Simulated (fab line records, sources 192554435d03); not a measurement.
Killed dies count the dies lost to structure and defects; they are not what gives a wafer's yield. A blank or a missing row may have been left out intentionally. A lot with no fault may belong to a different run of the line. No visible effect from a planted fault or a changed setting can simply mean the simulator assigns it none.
fab line records	flow n5_finfet
[record] lots = 24	wafers = 72	last_day = 18
route steps=1938 shown DUMMY_GATE@237 SD_EPI_P@304 ILD0@340
lots untouched by any fault: they come from a run of this same line in which no faults occurred
start_h: hours from the record's opening day to when the first of the lot's shown wafers began	wait_h: hours from the lot's prior step to this one	" identical to the entry in the row above	L1.1+2: several wafers, shown together as one row	- value missing, or start not given	* or withheld: withheld	< > ~ a bound
route shown NAME@n: NAME is a module with steps in the file, n the number in the route of the first one	usual: mean/standard deviation of fault-free wafers	same: alike in all rows	chamber/n: place in a boat	sites: readings site by site	_std_site: their standard deviation	_edge_site: outer sites' mean less inner sites'	radius_mm: for every site, how far away it sits from the centre of the wafer	mask NAME#n: copy n	behind: the last tool/chamber to shape the wafer	hold: the reason the lot was held/the length of the hold in hours/how it ended	device: the transistor (n, p or np) that didn't switch	end of line: the same wafers' tests at the end of the route	a step with no rows: only its recipe	killed: count of dies lost to structure and defects at first sort (not the wafer's yield)	map: shows each die of a wafer: x if killed, . if not, _ if none is there
set.NAME: the setting as run; set.NAME@STEP: as run at that earlier step	model.NAME: the simulator's own value behind a step, which no gauge read
one table for each step of the route and one row for each wafer, over a sample of lots
services: from which hour (start_h, from the record's first day; less than 0 if before it) a tool's chamber was out of use, for how many hours, and why
[[steps]]
[step N5_DUMMY_GATE_ETCH_37]
[recipe] chemistry = N2/H2	target = SOC	target_depth_a = 600	overetch_a = 300	temp_c = 40	ion_energy_ev = 200	pressure_mtorr = 30	source_w = 840	bias_w = 150	n2_flow_sccm = 200	h2_flow_sccm = 200
[usual] bias_w = 150.0/0.4	drypump_motor_current_A = 5.7/0.46	oes_product_au = 0.63/0.076	rf_vpp_V = 523.9/2.3	showerhead_plenum_p_Torr = 2.54/0.077	throttle_valve_pct = 17.72/0.23
lot.wafer	tool	chamber	start_h	wait_h	bias_w	drypump_motor_current_A	oes_product_au	rf_hours_counter_h	rf_vpp_V	showerhead_plenum_p_Torr	throttle_valve_pct
L074.1	rie_diel-01	0	47.22	0.0	150.3	5.5	0.54	252	524.3	2.49	17.99
L074.4	"	2	"	"	150.2	5.3	0.54	244	523.0	2.47	17.59
L074.6	"	1	"	"	149.9	5.4	0.53	-	521.8	2.50	17.76
L075.2	rie_diel-05	1	54.97	0.0	149.7	6.0	0.55	211	525.6	2.61	17.57
L075.3	"	0	"	"	150.7	5.2	0.59	152	521.9	2.46	17.83
L075.6	"	0	"	"	150.5	5.1	0.59	-	521.3	2.46	17.82
L076.1	rie_diel-05	1	67.28	0.0	150.2	5.9	0.54	214	525.1	2.61	17.58
L076.3	"	0	"	"	149.9	5.1	0.59	155	520.5	2.45	17.83
L076.6	"	2	"	"	150.3	5.0	0.71	-	521.9	2.47	17.66
L077.2	rie_diel-01	2	71.32	0.0	149.4	5.3	0.55	252	524.3	2.46	17.60
L077.4	"	3	"	"	150.4	6.0	0.74	-	526.5	2.59	17.62
L077.6	"	2	"	"	150.4	5.3	0.54	-	523.3	2.46	17.59
L078.2	rie_diel-03	1	75.25	0.0	150.0	6.6	0.63	125	523.9	2.54	17.69
L078.3	"	2	"	"	149.8	5.8	0.65	77	524.5	2.58	17.54
L078.5	"	2	"	"	149.5	5.8	0.65	-	525.0	2.58	17.56
L079.1	rie_diel-01	3	78.32	0.0	149.9	6.1	0.73	14	527.4	2.59	17.59
L079.5	"	3	"	"	149.5	6.1	0.73	-	524.3	2.59	17.61
L079.6	"	0	"	"	150.2	5.5	0.54	-	521.9	2.48	18.01
L080.1	rie_diel-03	2	83.03	0.0	149.9	5.8	0.64	80	525.9	2.58	17.55
L080.3	"	3	"	"	149.3	6.5	0.77	2	527.8	2.71	17.57
L080.5	"	0	"	"	150.3	6.0	0.69	-	525.9	2.59	17.96
L081.1	rie_diel-05	2	88.84	0.0	149.9	5.0	0.70	43	521.0	2.47	17.66
L081.2	"	1	"	"	149.5	5.9	0.54	222	525.3	2.60	17.60
L081.4	"	0	"	"	150.4	5.2	0.59	-	520.1	2.45	17.84
L082.2	rie_diel-05	3	93.67	0.0	150.0	5.8	0.58	178	526.0	2.64	18.11
L082.3	"	0	"	"	150.5	5.1	0.59	164	522.4	2.45	17.84
L082.4	"	2	"	"	149.8	5.0	0.70	44	521.4	2.47	17.67
L083.1	rie_diel-03	3	102.91	0.0	149.7	6.5	0.75	7	526.3	2.71	17.56
L083.5	"	0	"	"	149.6	6.1	0.68	-	524.6	2.59	17.98
L083.6	"	3	"	"	149.4	6.6	0.75	-	528.6	2.71	17.55
L084.3	rie_diel-05	2	109.30	0.0	150.1	5.1	0.70	48	522.1	2.46	17.67
L084.4	"	0	"	"	150.4	5.2	0.58	168	521.7	2.45	17.86
L084.6	"	3	"	"	149.9	5.8	0.58	-	524.7	2.64	18.11
L085.1	rie_diel-01	0	115.00	0.0	150.0	5.5	0.77	1	519.5	2.48	17.50
L085.3	"	3	"	"	150.1	6.0	0.71	26	525.8	2.59	17.63
L085.5	"	1	"	"	149.6	5.4	0.73	-	522.5	2.49	17.20
L086.1	rie_diel-01	3	120.40	0.0	150.3	6.0	0.71	27	525.2	2.59	17.63
L086.3	"	1	"	"	150.1	5.4	0.73	10	521.2	2.49	17.20
L086.6	"	1	"	"	150.4	5.4	0.73	-	522.6	2.49	17.20
L087.2	rie_diel-01	0	124.02	0.0	149.9	5.5	0.75	3	523.6	2.48	17.49
L087.5	"	3	"	"	150.2	6.1	0.71	-	525.3	2.59	17.65
L087.6	"	1	"	"	149.7	5.4	0.73	-	522.1	2.49	17.21
L088.1	rie_diel-03	1	131.53	0.0	150.2	6.6	0.62	140	522.8	2.53	17.71
L088.4	"	0	"	"	150.8	6.0	0.67	45	526.4	2.59	17.99
L088.5	"	0	"	"	150.3	6.0	0.68	-	525.4	2.59	17.98
L089.1	rie_diel-05	0	136.92	0.0	149.6	5.1	0.58	175	521.0	2.45	17.85
L089.4	"	3	"	"	149.8	5.8	0.57	190	527.7	2.64	18.13
L089.6	"	0	"	"	150.4	5.1	0.58	-	521.2	2.45	17.86
L090.3	rie_diel-05	3	143.42	0.0	150.3	5.8	0.57	191	526.8	2.64	18.15
L090.4	"	1	"	"	149.8	5.9	0.54	236	527.6	2.60	17.62
L090.6	"	1	"	"	150.2	6.0	0.54	-	523.8	2.60	17.62
L091.2	rie_diel-05	3	148.96	0.0	150.0	5.8	0.57	193	526.5	2.64	18.13
L091.3	"	2	"	"	150.2	5.0	0.68	59	520.8	2.46	17.69
L091.5	"	1	"	"	150.6	6.0	0.54	-	526.5	2.60	17.61
L092.1	rie_diel-01	2	156.14	0.0	150.1	5.3	0.74	11	523.0	2.46	17.25
L092.2	"	0	"	"	150.3	5.5	0.72	16	522.4	2.47	17.50
L092.5	"	0	"	"	150.2	5.5	0.72	-	522.2	2.47	17.49
L093.3	rie_diel-05	2	160.19	0.0	150.6	5.0	0.68	64	522.1	2.46	17.68
L093.5	"	0	"	"	150.5	5.2	0.57	-	520.5	2.44	17.88
L093.6	"	2	"	"	150.8	5.0	0.68	-	523.0	2.46	17.70
L094.2	rie_diel-05	0	169.36	0.0	149.9	5.1	0.57	185	519.9	2.44	17.90
L094.3	"	1	"	"	150.9	6.0	0.53	245	525.2	2.59	17.64
L094.6	"	0	"	"	150.0	5.1	0.57	-	520.4	2.44	17.87
L095.2	rie_diel-05	2	172.36	0.0	149.7	5.0	0.68	66	521.2	2.46	17.72
L095.5	"	0	"	"	150.3	5.1	0.57	-	518.9	2.44	17.88
L095.6	"	1	"	"	150.3	6.0	0.53	-	525.1	2.59	17.63
L096.4	rie_diel-05	3	179.54	0.0	149.4	5.8	0.57	200	525.0	2.63	18.15
L096.5	"	2	"	"	149.2	5.0	0.68	-	521.0	2.46	17.68
L096.6	"	3	"	"	149.4	5.8	0.57	-	527.1	2.63	18.13
L097.2	rie_diel-03	0	187.16	0.0	149.7	6.0	0.66	62	525.4	2.58	18.01
L097.3	"	3	"	"	149.9	6.5	0.70	32	529.1	2.70	17.59
L097.6	"	2	"	"	150.0	5.8	0.62	-	524.9	2.57	17.63
[step N5_SD_EPI_P_OVL_MEAS_10]
[recipe] points_per_wafer = 44
[usual] SD_P_BLK_OVL = -0.1/0.67
lot.wafer	tool	chamber	start_h	wait_h	SD_P_BLK_OVL[nm]
L074.1	overlay-01	0	54.87	0.0	-0.7
L074.4	"	0	"	"	-0.8
L074.6	"	0	"	"	0.2
L075.2	overlay-02	0	62.34	0.0	0.5
L075.3	"	0	"	"	0.6
L075.6	"	0	"	"	0.3
L076.1	overlay-01	0	73.77	0.0	-0.2
L076.3	"	0	"	"	-0.5
L076.6	"	0	"	"	-1.5
L077.2	overlay-02	0	77.96	0.0	-0.4
L077.4	"	0	"	"	-0.4
L077.6	"	0	"	"	-1.0
L078.2	overlay-01	0	81.67	0.0	-0.6
L078.3	"	0	"	"	-0.4
L078.5	"	0	"	"	0.2
L079.1	overlay-01	0	85.69	0.0	0.1
L079.5	"	0	"	"	-0.6
L079.6	"	0	"	"	0.0
L080.1	overlay-02	0	91.26	0.0	-1.0
L080.3	"	0	"	"	-0.9
L080.5	"	0	"	"	-0.3
L081.1	overlay-02	0	97.47	0.0	0.1
L081.2	"	0	"	"	-0.1
L081.4	"	0	"	"	-0.3
L082.2	overlay-02	0	100.02	0.0	1.7
L082.3	"	0	"	"	0.8
L082.4	"	0	"	"	0.2
L083.1	overlay-02	0	109.58	0.0	-0.3
L083.5	"	0	"	"	0.4
L083.6	"	0	"	"	0.1
L084.3	overlay-02	0	116.53	0.0	0.4
L084.4	"	0	"	"	0.6
L084.6	"	0	"	"	0.1
L085.1	overlay-02	0	123.10	0.0	0.3
L085.3	"	0	"	"	0.7
L085.5	"	0	"	"	0.3
L086.1	overlay-01	0	128.47	0.0	-1.1
L086.3	"	0	"	"	0.0
L086.6	"	0	"	"	0.6
L087.2	overlay-02	0	131.63	0.0	-0.7
L087.5	"	0	"	"	0.3
L087.6	"	0	"	"	-0.2
L088.1	overlay-02	0	138.46	0.0	0.7
L088.4	"	0	"	"	0.1
L088.5	"	0	"	"	-0.2
L089.1	overlay-01	0	144.10	0.0	-1.6
L089.4	"	0	"	"	-0.9
L089.6	"	0	"	"	-1.8
L090.3	overlay-01	0	150.13	0.0	-1.0
L090.4	"	0	"	"	-0.6
L090.6	"	0	"	"	-0.8
L091.2	overlay-01	0	156.25	0.0	-0.3
L091.3	"	0	"	"	-0.1
L091.5	"	0	"	"	-0.1
L092.1	overlay-02	0	162.75	0.0	-0.6
L092.2	"	0	"	"	-1.3
L092.5	"	0	"	"	-0.1
L093.3	overlay-02	0	167.08	0.0	0.9
L093.5	"	0	"	"	0.6
L093.6	"	0	"	"	0.3
L094.2	overlay-01	0	176.58	0.0	-0.9
L094.3	"	0	"	"	-0.7
L094.6	"	0	"	"	0.0
L095.2	overlay-02	0	179.81	0.0	0.2
L095.5	"	0	"	"	-1.4
L095.6	"	0	"	"	-0.4
L096.4	overlay-01	0	187.13	0.0	-0.2
L096.5	"	0	"	"	0.9
L096.6	"	0	"	"	0.3
L097.2	overlay-01	0	193.91	0.0	0.9
L097.3	"	0	"	"	1.0
L097.6	"	0	"	"	0.1
[step N5_SD_EPI_P_EPI_MEAS_23]
[recipe] mode = xrd
[usual] thk_nm = 60.9/1.3
lot.wafer	tool	chamber	start_h	wait_h	thk_nm
L074.1	film_metro-02	-	58.76	1.8	61.1
L074.4	"	-	"	"	60.0
L074.6	"	-	"	"	60.5
L075.2	film_metro-02	-	65.95	1.5	60.4
L075.3	"	-	"	"	62.1
L075.6	"	-	"	"	61.0
L076.1	film_metro-02	-	78.21	2.4	61.1
L076.3	"	-	"	"	62.7
L076.6	"	-	"	"	62.6
L077.2	film_metro-01	-	82.41	2.0	61.2
L077.4	"	-	"	"	61.3
L077.6	"	-	"	"	59.9
L078.2	film_metro-01	-	85.30	1.5	61.3
L078.3	"	-	"	"	61.3
L078.5	"	-	"	"	58.0
L079.1	film_metro-02	-	90.47	2.4	62.7
L079.5	"	-	"	"	59.5
L079.6	"	-	"	"	59.7
L080.1	film_metro-01	-	94.86	1.8	58.8
L080.3	"	-	"	"	58.9
L080.5	"	-	"	"	58.5
L081.1	film_metro-01	-	101.30	1.8	62.7
L081.2	"	-	"	"	61.3
L081.4	"	-	"	"	60.0
L082.2	film_metro-01	-	105.60	2.6	61.4
L082.3	"	-	"	"	59.9
L082.4	"	-	"	"	60.0
L083.1	film_metro-01	-	113.18	1.8	61.4
L083.5	"	-	"	"	59.3
L083.6	"	-	"	"	57.9
L084.3	film_metro-01	-	120.56	1.1	61.8
L084.4	"	-	"	"	61.6
L084.6	"	-	"	"	61.6
L085.1	film_metro-02	-	126.70	1.8	62.4
L085.3	"	-	"	"	62.3
L085.5	"	-	"	"	61.9
L086.1	film_metro-02	-	132.91	2.4	62.1
L086.3	"	-	"	"	62.8
L086.6	"	-	"	"	63.0
L087.2	film_metro-02	-	136.29	2.0	63.2
L087.5	"	-	"	"	61.5
L087.6	"	-	"	"	64.7
L088.1	film_metro-01	-	142.07	1.8	60.5
L088.4	"	-	"	"	59.8
L088.5	"	-	"	"	60.4
L089.1	film_metro-02	-	147.78	1.8	62.1
L089.4	"	-	"	"	63.1
L089.6	"	-	"	"	63.2
L090.3	film_metro-01	-	153.73	1.1	59.4
L090.4	"	-	"	"	60.8
L090.6	"	-	"	"	61.8
L091.2	film_metro-02	-	160.07	1.5	62.6
L091.3	"	-	"	"	59.7
L091.5	"	-	"	"	62.2
L092.1	film_metro-01	-	166.43	1.9	62.0
L092.2	"	-	"	"	61.7
L092.5	"	-	"	"	61.9
L093.3	film_metro-01	-	170.69	1.1	60.6
L093.5	"	-	"	"	59.8
L093.6	"	-	"	"	59.6
L094.2	film_metro-02	-	181.02	2.0	60.1
L094.3	"	-	"	"	59.7
L094.6	"	-	"	"	60.2
L095.2	film_metro-01	-	183.59	1.5	61.8
L095.5	"	-	"	"	60.7
L095.6	"	-	"	"	58.2
L096.4	film_metro-02	-	190.88	0.8	59.5
L096.5	"	-	"	"	57.4
L096.6	"	-	"	"	58.2
L097.2	film_metro-01	-	198.86	1.5	61.3
L097.3	"	-	"	"	61.3
L097.6	"	-	"	"	60.3
[step N5_ILD0_CMP_07]
[recipe] stop_on = poly-Si	material = SiO2_flowable	t_overpolish_s = 1.18	post_cmp_clean = alkaline_brush	down_force_psi = 4.1491	platen_rpm = 51.796	pad_velocity_m_s = 1.0306	target_thk_nm = 138.88
[usual] motor_current_A = 12.2/1.5	retaining_ring_pressure_frac = 1.000/0.0054
lot.wafer	tool	chamber	start_h	wait_h	motor_current_A	retaining_ring_pressure_frac
L074.4	cmp-03	2	63.02	0.1	14.2	0.993
L074.1	"	0	"	"	13.0	1.004
L074.6	"	1	"	"	10.2	0.988
L075.3	cmp-04	2	69.63	0.1	13.4	1.001
L075.2	"	0	"	"	10.1	1.005
L075.6	"	1	"	"	12.9	0.994
L076.1	cmp-04	1	81.91	0.1	13.3	0.998
L076.3	"	2	"	"	13.1	1.007
L076.6	"	1	"	"	13.0	0.998
L077.4	cmp-04	0	86.66	0.1	10.4	0.999
L077.2	"	2	"	"	12.5	0.996
L077.6	"	3	"	"	12.7	0.999
L078.2	cmp-01	0	89.07	0.0	12.5	1.005
L078.3	"	2	"	"	10.2	0.996
L078.5	"	0	"	"	12.6	0.993
L079.1	cmp-01	2	95.23	0.1	9.7	0.998
L079.6	"	1	"	"	12.4	0.991
L079.5	"	2	"	"	9.6	1.001
L080.3	cmp-01	1	98.52	0.0	12.8	1.002
L080.1	"	0	"	"	12.3	0.995
L080.5	"	1	"	"	12.0	1.006
L081.4	cmp-04	3	105.31	0.0	12.4	0.995
L081.2	"	0	"	"	9.9	1.012
L081.1	"	1	"	"	13.3	0.994
L082.3	cmp-01	3	109.70	0.1	11.9	1.002
L082.4	"	0	"	"	12.4	1.006
L082.2	"	1	"	"	12.8	0.998
L083.1	cmp-03	3	116.91	0.1	13.1	1.000
L083.6	"	1	"	"	10.4	1.006
L083.5	"	2	"	"	14.3	0.999
L084.3	cmp-04	3	125.11	0.1	12.7	1.006
L084.4	"	1	"	"	13.9	0.999
L084.6	"	3	"	"	12.8	1.011
L085.3	cmp-03	3	130.41	0.1	12.5	1.006
L085.1	"	0	"	"	13.5	0.997
L085.5	"	3	"	"	12.6	1.000
L086.1	cmp-03	2	136.68	0.1	15.2	1.005
L086.3	"	3	"	"	12.9	1.012
L086.6	"	2	"	"	13.8	1.005
L087.2	cmp-03	3	140.94	0.1	12.9	0.993
L087.5	"	1	"	"	10.2	0.997
L087.6	"	2	"	"	14.2	1.004
L088.1	cmp-01	3	145.79	0.1	12.0	1.011
L088.4	"	0	"	"	12.8	1.002
L088.5	"	2	"	"	9.5	0.992
L089.1	cmp-03	2	151.69	0.0	14.8	1.000
L089.4	"	1	"	"	10.7	1.000
L089.6	"	2	"	"	14.4	1.001
L090.4	cmp-04	3	157.60	0.1	13.0	1.004
L090.3	"	1	"	"	13.9	0.989
L090.6	"	3	"	"	13.4	0.997
L091.3	cmp-01	0	164.08	0.1	13.3	1.008
L091.2	"	1	"	"	12.1	0.999
L091.5	"	2	"	"	9.5	1.002
L092.2	cmp-04	1	170.18	0.1	13.0	0.995
L092.1	"	2	"	"	12.9	0.992
L092.5	"	3	"	"	12.0	1.002
L093.3	cmp-04	2	174.87	0.1	13.6	0.999
L093.6	"	1	"	"	13.7	0.991
L093.5	"	2	"	"	13.1	1.006
L094.3	cmp-03	1	184.76	0.0	10.3	0.994
L094.2	"	2	"	"	15.2	0.996
L094.6	"	2	"	"	14.2	0.995
L095.2	cmp-04	2	187.33	0.1	13.1	1.001
L095.6	"	0	"	"	10.1	1.006
L095.5	"	1	"	"	14.1	0.993
L096.4	cmp-04	3	195.03	0.1	12.1	0.994
L096.5	"	0	"	"	10.1	1.008
L096.6	"	1	"	"	13.6	1.002
L097.3	cmp-04	2	202.96	0.0	13.1	0.998
L097.2	"	1	"	"	13.4	1.008
L097.6	"	3	"	"	12.8	0.994
[step N5_ILD0_THK_MEAS_08]
[usual] thk_nm = 138.2/1.5
lot.wafer	tool	chamber	start_h	wait_h	thk_nm
L074.1	film_metro-02	-	63.27	-	138.0
L074.4	"	-	"	"	138.4
L074.6	"	-	"	"	137.8
L075.2	film_metro-01	-	69.89	-	137.8
L075.3	"	-	"	"	138.0
L075.6	"	-	"	"	135.1
L076.1	film_metro-01	-	82.16	-	135.0
L076.3	"	-	"	"	137.8
L076.6	"	-	"	"	134.2
L077.2	film_metro-01	-	86.92	-	139.0
L077.4	"	-	"	"	137.4
L077.6	"	-	"	"	136.0
L078.2	film_metro-01	-	89.36	-	137.8
L078.3	"	-	"	"	137.9
L078.5	"	-	"	"	137.5
L079.1	film_metro-02	-	95.49	-	139.2
L079.5	"	-	"	"	139.3
L079.6	"	-	"	"	137.8
L080.1	film_metro-02	-	98.81	-	136.8
L080.3	"	-	"	"	139.4
L080.5	"	-	"	"	138.2
L081.1	film_metro-02	-	105.61	-	135.7
L081.2	"	-	"	"	138.5
L081.4	"	-	"	"	136.6
L082.2	film_metro-02	-	109.96	-	139.4
L082.3	"	-	"	"	138.4
L082.4	"	-	"	"	138.5
L083.1	film_metro-01	-	117.13	-	139.5
L083.5	"	-	"	"	138.7
L083.6	"	-	"	"	139.2
L084.3	film_metro-01	-	125.37	-	137.6
L084.4	"	-	"	"	137.1
L084.6	"	-	"	"	137.6
L085.1	film_metro-01	-	130.67	-	135.8
L085.3	"	-	"	"	139.0
L085.5	"	-	"	"	140.8
L086.1	film_metro-02	-	136.94	-	139.6
L086.3	"	-	"	"	139.3
L086.6	"	-	"	"	138.1
L087.2	film_metro-01	-	141.16	-	140.8
L087.5	"	-	"	"	138.7
L087.6	"	-	"	"	139.3
L088.1	film_metro-02	-	146.01	-	139.0
L088.4	"	-	"	"	137.9
L088.5	"	-	"	"	138.3
L089.1	film_metro-02	-	151.98	-	138.8
L089.4	"	-	"	"	137.4
L089.6	"	-	"	"	139.8
L090.3	film_metro-01	-	157.86	-	137.1
L090.4	"	-	"	"	138.3
L090.6	"	-	"	"	137.9
L091.2	film_metro-01	-	164.30	-	139.0
L091.3	"	-	"	"	138.9
L091.5	"	-	"	"	139.8
L092.1	film_metro-02	-	170.40	-	141.5
L092.2	"	-	"	"	137.3
L092.5	"	-	"	"	138.3
L093.3	film_metro-02	-	175.13	-	139.9
L093.5	"	-	"	"	138.5
L093.6	"	-	"	"	135.2
L094.2	film_metro-01	-	185.06	-	138.9
L094.3	"	-	"	"	137.1
L094.6	"	-	"	"	139.9
L095.2	film_metro-02	-	187.55	-	139.6
L095.5	"	-	"	"	137.6
L095.6	"	-	"	"	137.9
L096.4	film_metro-02	-	195.22	-	136.9
L096.5	"	-	"	"	139.4
L096.6	"	-	"	"	135.8
L097.2	film_metro-01	-	203.25	-	137.7
L097.3	"	-	"	"	140.8
L097.6	"	-	"	"	137.5
[step N5_ILD0_CMP_12]
[recipe] stop_on = poly-Si	material = SiNx	t_overpolish_s = 6	post_cmp_clean = alkaline_brush	down_force_psi = 2.5	platen_rpm = 51.8	pad_velocity_m_s = 1.0307	target_thk_nm = 17.67
[usual] motor_current_A = 9.0/1.1	overpolish_run_s = 6.000/0.009	retaining_ring_pressure_frac = 1.000/0.0048	time_to_endpoint_s = 28/3.3
lot.wafer	tool	chamber	start_h	wait_h	motor_current_A	overpolish_run_s	retaining_ring_pressure_frac	time_to_endpoint_s
L074.1	cmp-03	1	66.19	1.1	8.0	6.013	0.996	26
L074.4	"	0	"	"	9.8	6.004	0.999	21
L074.6	"	1	"	"	7.3	6.001	0.997	28
L075.3	cmp-03	3	72.89	1.2	9.5	5.999	0.992	32
L075.2	"	0	"	"	9.8	6.014	1.001	27
L075.6	"	2	"	"	11.0	6.001	1.001	32
L076.3	cmp-04	1	85.08	1.1	9.6	6.005	1.001	22
L076.1	"	2	"	"	9.3	6.005	0.995	29
L076.6	"	2	"	"	9.5	5.998	0.999	34
L077.4	cmp-01	0	90.02	1.3	9.0	6.012	1.002	23
L077.2	"	2	"	"	7.0	6.010	1.005	30
L077.6	"	3	"	"	8.9	5.995	0.997	26
L078.2	cmp-01	1	92.54	1.1	8.8	6.000	0.996	27
L078.3	"	2	"	"	7.1	5.996	1.005	30
L078.5	"	2	"	"	7.3	6.007	0.997	30
L079.1	cmp-03	3	99.13	1.2	9.5	6.004	1.001	30
L079.5	"	0	"	"	9.7	5.998	1.003	23
L079.6	"	1	"	"	7.7	5.989	1.001	25
L080.1	cmp-01	3	101.77	1.2	8.8	6.004	1.001	32
L080.3	"	0	"	"	9.1	5.999	1.008	29
L080.5	"	3	"	"	9.2	5.990	0.998	30
L081.4	cmp-01	2	108.55	1.1	7.2	5.991	1.002	34
L081.1	"	3	"	"	8.6	5.994	0.998	30
L081.2	"	0	"	"	8.9	5.987	1.009	30
L082.3	cmp-04	2	113.05	1.1	9.4	6.004	1.004	27
L082.4	"	3	"	"	9.8	5.999	1.001	24
L082.2	"	0	"	"	7.4	5.997	1.007	29
L083.1	cmp-04	1	120.58	1.2	10.2	5.981	0.995	26
L083.6	"	2	"	"	9.1	6.006	1.007	31
L083.5	"	3	"	"	9.3	6.004	1.003	25
L084.4	cmp-03	2	128.29	1.1	11.3	6.013	1.001	30
L084.3	"	1	"	"	7.5	5.994	0.998	27
L084.6	"	3	"	"	9.5	5.993	1.002	30
L085.3	cmp-01	1	133.66	1.2	9.6	5.991	0.994	29
L085.1	"	2	"	"	7.2	6.008	1.004	32
L085.5	"	0	"	"	9.3	5.997	0.994	26
L086.3	cmp-04	3	140.90	1.2	9.5	6.000	0.994	21
L086.1	"	0	"	"	7.3	6.008	1.011	26
L086.6	"	2	"	"	9.3	5.999	0.999	31
L087.2	cmp-01	2	144.16	1.2	7.0	5.998	1.002	31
L087.5	"	0	"	"	9.2	6.022	1.003	27
L087.6	"	1	"	"	9.0	6.008	0.998	29
L088.4	cmp-03	3	149.60	1.1	9.0	5.995	0.998	31
L088.1	"	2	"	"	11.0	5.998	1.000	29
L088.5	"	3	"	"	9.7	6.002	0.993	30
L089.4	cmp-03	3	154.90	1.1	9.2	5.991	1.003	29
L089.1	"	2	"	"	11.0	6.003	1.003	28
L089.6	"	3	"	"	9.7	5.992	1.010	32
L090.3	cmp-01	1	160.78	1.1	9.4	5.995	0.996	25
L090.4	"	2	"	"	7.0	6.002	1.004	29
L090.6	"	2	"	"	7.2	5.998	1.002	33
L091.3	cmp-03	0	167.29	1.2	9.6	6.006	1.008	26
L091.2	"	1	"	"	7.4	5.997	0.999	31
L091.5	"	3	"	"	9.6	5.997	0.997	31
L092.1	cmp-03	1	173.45	1.2	7.9	6.001	0.996	28
L092.2	"	3	"	"	9.3	6.004	1.004	32
L092.5	"	1	"	"	7.9	5.989	0.996	29
L093.3	cmp-04	1	178.16	1.2	10.1	6.003	1.008	24
L093.5	"	2	"	"	9.4	5.991	0.997	30
L093.6	"	3	"	"	9.3	5.984	0.999	25
L094.3	cmp-01	2	188.01	1.2	6.5	6.014	1.007	33
L094.2	"	3	"	"	8.4	5.995	0.994	29
L094.6	"	2	"	"	7.4	5.996	1.008	32
L095.2	cmp-04	2	190.47	1.1	8.9	6.000	0.984	31
L095.6	"	2	"	"	9.4	6.012	0.990	30
L095.5	"	3	"	"	9.1	6.009	1.006	23
L096.4	cmp-04	1	198.21	1.2	10.8	6.006	1.001	24
L096.5	"	3	"	"	9.5	6.006	0.998	24
L096.6	"	0	"	"	7.2	5.995	1.009	31
L097.2	cmp-01	3	206.17	1.1	8.4	5.996	0.995	28
L097.3	"	0	"	"	9.5	5.999	0.995	24
L097.6	"	3	"	"	8.6	6.005	1.004	25
[[services]]
tool	chamber	start_h	hours	kind
cmp-03	-	30.81	4.5	repair
rie_diel-01	1	50.43	1.8	repair
rie_diel-01	0	50.97	8.6	repair
rie_diel-05	2	52.48	3.9	repair
cmp-01	-	56.47	6.3	repair
cmp-03	-	56.76	4.0	pm
cmp-04	-	62.84	2.3	repair
cmp-01	-	64.07	2.1	repair
cmp-03	-	70.44	2.3	repair
cmp-01	-	73.19	1.0	repair
rie_diel-01	2	76.26	18.7	repair
rie_diel-05	3	77.89	10.9	repair
cmp-01	-	81.62	1.6	repair
cmp-03	-	87.43	4.6	repair
cmp-04	-	91.80	2.4	repair
cmp-04	-	116.20	4.0	pm
rie_diel-05	0	118.41	3.1	repair
rie_diel-05	-	139.00	2.8	pm
cmp-04	-	142.21	8.5	pm
rie_diel-05	3	158.44	5.2	repair
cmp-04	-	160.03	1.2	repair
rie_diel-05	-	183.76	15.6	pm
rie_diel-05	0	200.72	8.9	repair
rie_diel-05	1	203.12	7.6	repair
[[key]]
fault none
